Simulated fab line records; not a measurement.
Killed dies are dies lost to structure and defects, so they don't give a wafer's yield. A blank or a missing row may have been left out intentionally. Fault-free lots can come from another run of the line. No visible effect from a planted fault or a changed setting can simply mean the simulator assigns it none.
fab line records    flow n5_finfet
record lots=4  wafers=12  last_day=17
route steps=1938 shown BEOL_M6@1254 BEOL_M7@1263
lots untouched by any fault: they come from a run of this same line in which no faults occurred
start_h: hours from the record's first day to the start of the lot's first wafer shown    wait_h: hours elapsed since this lot's preceding step    " same as the row above    L1.1+2: a single row standing in for several wafers    - no value, or no start was given    * or withheld: withheld    < > ~ a bound
route shown NAME@n: NAME is a module with steps in the file, n the number in the route of the first one    usual: mean/standard deviation of fault-free wafers    same: alike in all rows    chamber/n: place in a boat    sites: per-site readings    _std_site: how widely they spread, as a standard deviation    _edge_site: outer sites' mean less inner sites'    radius_mm: for every site, how far away it sits from the centre of the wafer    mask NAME#n: copy n    behind: the last tool/chamber to shape the wafer    hold: the reason the lot was held/the length of the hold in hours/how it ended    device: names the non-switching transistor (n, p or np)    end of line: the same wafers' tests at the end of the route    for a step that has no rows: nothing shown but its recipe    killed: at the first sort, the dies lost to defects and structure; wafer yield is something else    map: shows each die of a wafer: x if killed, . if not, _ if none is there
set.NAME: the run value of the setting; set.NAME@STEP: its run value at that earlier step    model.NAME: the simulator's own value behind a step, which no gauge read
certain route steps with their lots: each step a table, each wafer a row
services: when a tool's chamber went out of use (start_h, in hours from the record's first day, below 0 if earlier), for how many hours, and the reason
## steps
# step N5_BEOL_M6_SPUTTER_48
# recipe material=Cu  target_thk_a=100  temp_c=-20  bias_v=60  power_w=26000  chamber_pressure_pa=0.13  time_s=1.667
# step N5_BEOL_M6_ECD_50
# recipe material=Cu  target_thk_a=3000
# step N5_BEOL_M6_ANNEAL_51
# recipe temp_c=225  time_s=90  ambient=N2
# step N5_BEOL_M6_CMP_52
# recipe stop_on=SiCOH_lowk  t_overpolish_s=6.9  down_force_psi=1  platen_rpm=50  clearing_platen_down_force_psi=1.5  clearing_platen_rpm=50  post_cmp_clean=cu_alkaline  target_thk_nm=80  clearing_platen_pad_velocity_m_s=0.99484  pad_velocity_m_s=0.99484
# step N5_BEOL_M6_PRE_CLEAN_55
# recipe gas=NH3  time_s=15  temp_c=withheld  rf_power_w=300
# step N5_BEOL_M6_DEP_56
# recipe material=SiCN  target_thk_a=100  temp_c=withheld  precursor=3MS/NH3  pressure_torr=3  rf_w=202  time_s=17.5
# step N5_BEOL_M7_ILD_DEP_00
# recipe material=SiCOH_lowk  target_thk_a=1797.5  temp_c=300  precursor=DEMS/porogen  pressure_torr=5  rf_w=500  time_s=33.4
# step N5_BEOL_M7_CURE_74
# recipe temp_c=385  time_s=240  ambient=He/Ar  material=SiCOH_lowk
# step N5_BEOL_M7_PECVD_70
# recipe material=SiO2  target_thk_a=200  temp_c=400  precursor=TEOS/O2  pressure_torr=5.5  rf_w=450  teos_flow_sccm=53.8  gas=O2  flow_sccm=3000  time_s=22.7
# usual chamber_pressure_Torr=5.500/0.013  heater_power_w=806/99  showerhead_plenum_p_Torr=8.79/0.05  throttle_valve_pct=22.1/0.81
lot.wafer  tool      chamber  start_h  wait_h  chamber_pressure_Torr  heater_power_w  showerhead_plenum_p_Torr  throttle_valve_pct  model.SiO2_of_BEOL_M7_PECVD_70.thk_nm
L606.2     pecvd-04  0        223.02   0.0     5.487                  1026            8.81                      22.2                19.6
L606.3     "         0        "        "       5.475                  1032            8.83                      22.5                19.6
L606.4     "         1        "        "       5.516                  665             8.69                      22.7                19.6
L607.2     pecvd-04  0        224.49   0.0     5.496                  1048            8.80                      22.2                19
L607.3     "         1        "        "       5.501                  735             8.72                      22.8                19.2
L607.5     "         1        "        "       5.479                  611             8.72                      23.1                19.8
L608.1     pecvd-04  1        240.28   0.0     5.519                  736             8.73                      22.7                19.6
L608.2     "         2        "        "       5.509                  845             8.78                      20.3                19.2
L608.3     "         0        "        "       5.495                  934             8.81                      22.3                19.4
L621.3     pecvd-02  0        318.58   0.0     5.508                  822             8.86                      22.0                19.6
L621.4     "         1        "        "       5.487                  794             8.75                      22.0                20.2
L621.5     "         0        "        "       5.496                  833             8.86                      22.0                20
# step N5_BEOL_M7_HM_DEP_02
# recipe material=TiN  target_thk_a=200  temp_c=25  chamber_pressure_pa=0.49996
# step N5_BEOL_M7_COAT_59
# recipe resist=SOC  temp_c=250  time_s=60  spin_rpm=1500  resist_thk_nm=100
# step N5_BEOL_M7_COAT_60
# recipe resist=SiARC  temp_c=220  time_s=60  spin_rpm=1500  resist_thk_nm=35
# step N5_BEOL_M7_COAT_05
# recipe resist=CAR-ArF  spin_rpm=1500  resist_thk_nm=90
# step N5_BEOL_M7_EBR_07
# recipe solvent=PGMEA  ebr_width_mm=1.5
# step N5_BEOL_M7_SOFTBAKE_06
# recipe temp_c=110  time_s=60  resist=CAR-ArF
# step N5_BEOL_M7_EXPOSE_08
# recipe mask_id=M7  na=1.35  source_shape=dipole  sigma_inner=0.817  sigma_outer=0.97  polarization=te  dose_mj=68.25
# step N5_BEOL_M7_PEB_09
# recipe peb_temp_c=withheld  peb_time_s=60  resist=CAR-ArF
# step N5_BEOL_M7_DEVELOP_10
# recipe develop_time_s=30  developer=TMAH  resist=CAR-ArF  rinse_liquid=diw  dry=air_spin  dev_temp_c=23
# step N5_BEOL_M7_DESCUM_16
# recipe chemistry=O2  time_s=7.9  source_power_w=50  bias_power_w=20  pressure_mtorr=20  rf_frequency_hz=2.712e+07  temp_c=40  resist=CAR-ArF  o2_flow_sccm=225
# step N5_BEOL_M7_ETCH_61
# recipe chemistry=CF4  target=SiARC  target_depth_a=455  mask_material=CAR-ArF  time_s=75.8  ion_energy_ev=80  pressure_mtorr=40  source_w=545  bias_w=36  Ar_flow_sccm=100  cf4_flow_sccm=100  ends=cleared
# step N5_BEOL_M7_ETCH_62
# recipe chemistry=N2/H2  target=SOC  target_depth_a=1100  overetch_a=220  mask_material=SiARC  temp_c=40  time_s=165  ion_energy_ev=200  pressure_mtorr=30  source_w=840  bias_w=150  n2_flow_sccm=200  h2_flow_sccm=200
# step N5_BEOL_M7_STRIP_68
# recipe chemistry=N2/H2  temp_c=40  n2_flow_sccm=200  h2_flow_sccm=200  rf_frequency_hz=6e+07
# step N5_BEOL_M7_STRIP_67
# recipe chemistry=CF4  resist=SiARC  power_w=300  bias_power_w=75  pressure_mtorr=50  cf4_flow_sccm=150  rf_frequency_hz=6e+07
# step N5_BEOL_M7_HM_OPEN_17
# recipe chemistry=Cl2/BCl3  target_depth_a=200  overetch_a=60  target=TiN  mask_material=SOC  ion_energy_ev=150  pressure_mtorr=10  icp_w=1000  bias_w=126  Cl2_flow_sccm=53.25  bcl3_flow_sccm=21.75  Ar_flow_sccm=25
# step N5_BEOL_M7_STRIP_19
# recipe chemistry=O2  power_w=400  temp_c=40  pressure_mtorr=30  rf_frequency_hz=6e+07  bias_power_w=0  overash_fraction=0.2  o2_flow_sccm=225
# step N5_BEOL_M7_COAT_63
# recipe resist=SOC  temp_c=250  time_s=60  spin_rpm=1500  resist_thk_nm=60
# step N5_BEOL_M7_COAT_64
# recipe resist=SiARC  temp_c=220  time_s=60  spin_rpm=1500  resist_thk_nm=12
# step N5_BEOL_M7_COAT_71
# recipe resist=underlayer  temp_c=205  time_s=60  spin_rpm=1500  resist_thk_nm=5
# step N5_BEOL_M7_COAT_22
# recipe resist=CAR-EUV  spin_rpm=1500  resist_thk_nm=30
# step N5_BEOL_M7_EBR_24
# recipe solvent=PGMEA  ebr_width_mm=1.5
# step N5_BEOL_M7_SOFTBAKE_23
# recipe temp_c=110  time_s=60  resist=CAR-EUV
# step N5_BEOL_M7_EXPOSE_25
# recipe mask_id=V6  na=0.33  source_shape=annular  sigma_inner=0.4  sigma_outer=0.8  polarization=unpolarized  target_cd_nm=40  dose_mj=42.5
# step N5_BEOL_M7_PEB_26
# recipe peb_temp_c=100  peb_time_s=60  resist=CAR-EUV
# step N5_BEOL_M7_DEVELOP_27
# recipe develop_time_s=30  developer=TMAH  resist=CAR-EUV  rinse_liquid=surfactant_rinse  dry=air_spin  dev_temp_c=23
# step N5_BEOL_M7_HM_STRIP_39
# recipe chemistry=peroxide_tin_strip  material=TiN  target_depth_a=250  temp_c=50  time_s=158
lot.wafer  tool          chamber  start_h  wait_h  model.SiO2_of_BEOL_M7_PECVD_70.thk_nm
L606.2     wet_bench-04  3        225.67   0.0     19.6
L606.3+4   "             2,7      "        "       19.4
L607.2     wet_bench-03  6        226.72   0.0     18.8
L607.3     "             0        "        "       19
L607.5     "             3        "        "       19.6
L608.1     wet_bench-03  0        247.67   0.0     19.4
L608.2+3   "             4,5      "        "       19.2
L621.3     wet_bench-04  2        322.12   0.0     19.4
L621.4     "             1        "        "       20
L621.5     "             4        "        "       19.8
## services
tool          chamber  start_h  hours  kind
pecvd-04      1        199.60   5.5    scheduled_down
pecvd-04      2        205.34   -      clean
pecvd-04      2        205.34   -      consumable_replace:showerhead
pecvd-04      2        205.34   29.0   scheduled_down
pecvd-04      2        205.34   29.0   vent_cycle
wet_bench-04  -        206.12   2.3    repair
## key
first_sign none at tools or gauges
model_effect step=N5_BEOL_M7_PECVD_70  value=SiO2_of_BEOL_M7_PECVD_70.thk_nm  without=19.85  struck=19.2
model_effect step=N5_BEOL_M7_HM_STRIP_39  value=SiO2_of_BEOL_M7_PECVD_70.thk_nm  without=19.75  struck=19.05
met_at N5_BEOL_M7_PECVD_70
struck_wafers L607.2,L607.3,L608.2,L608.3
onset_between 223.02 224.49
fault kind=process_parameter_drift  tool=pecvd-04  chamber=-  onset_h=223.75  steps=N5_BEOL_M7_PECVD_70  channel=time_s  offset=*  shape=step  end_h=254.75  scope=struck_wafers_only  acts_in=*  stated=*
